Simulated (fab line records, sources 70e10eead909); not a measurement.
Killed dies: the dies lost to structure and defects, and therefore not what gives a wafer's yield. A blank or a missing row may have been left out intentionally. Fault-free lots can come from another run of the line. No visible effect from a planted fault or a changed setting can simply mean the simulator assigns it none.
Chamber matching || flow nand_harc || NHARC_P_CONTACT_ALD_22 on ald_metal-01 has 4 sister chambers
The step deposits TiN, target thk 3 nm, pulse time 1 s, ald cycles 150. 4 wafers are shown with their chamber, then 6 later ones without.

== WAFERS, EACH WITH ITS CHAMBER ==
{"wafer": "L332.3", "chamber": 1, "heater_power_outer_w (W)": 624}
{"wafer": "L338.4", "chamber": 3, "heater_power_outer_w (W)": 779}
{"wafer": "L340.1", "chamber": 2, "heater_power_outer_w (W)": 719}
{"wafer": "L340.4", "chamber": 0, "heater_power_outer_w (W)": 777}

== WAFERS WITHOUT THEIR CHAMBER ==
{"wafer": "L340.6", "heater_power_outer_w (W)": 714}
{"wafer": "L342.1", "heater_power_outer_w (W)": 626}
{"wafer": "L342.4", "heater_power_outer_w (W)": 748}
{"wafer": "L343.1", "heater_power_outer_w (W)": 767}
{"wafer": "L343.3", "heater_power_outer_w (W)": 731}
{"wafer": "L343.4", "heater_power_outer_w (W)": 615}

== WHICH CHAMBER EACH ONE RAN IN ==
{"wafer": "L340.6", "from the rows above": 2, "in truth": 2}
{"wafer": "L342.1", "from the rows above": 1, "in truth": 1}
{"wafer": "L342.4", "from the rows above": "can't be placed: 0 or 2 or 3", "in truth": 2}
{"wafer": "L343.1", "from the rows above": "can't be placed: 0 or 3", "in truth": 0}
{"wafer": "L343.3", "from the rows above": 2, "in truth": 2}
{"wafer": "L343.4", "from the rows above": 1, "in truth": 1}
Correctly placed: 4 of 6. Cannot be placed on the basis of these rows: 2; the candidates contain the true chamber in 2. Number placed wrongly: 0.
How it was worked out, from the rows above alone: a wafer's distance from a chamber is the root of the sum, over the readings, of the square of ((its reading less the chamber's mean) divided by the reading's scatter). The wafer belongs to the nearest chamber; if the next one is less than 2 further off, it can't be placed. A chamber's mean is the mean of its shown wafers. The scatter: with one shown wafer a chamber, the root of the mean of the squares of how far each hidden wafer lies from its nearest shown one.
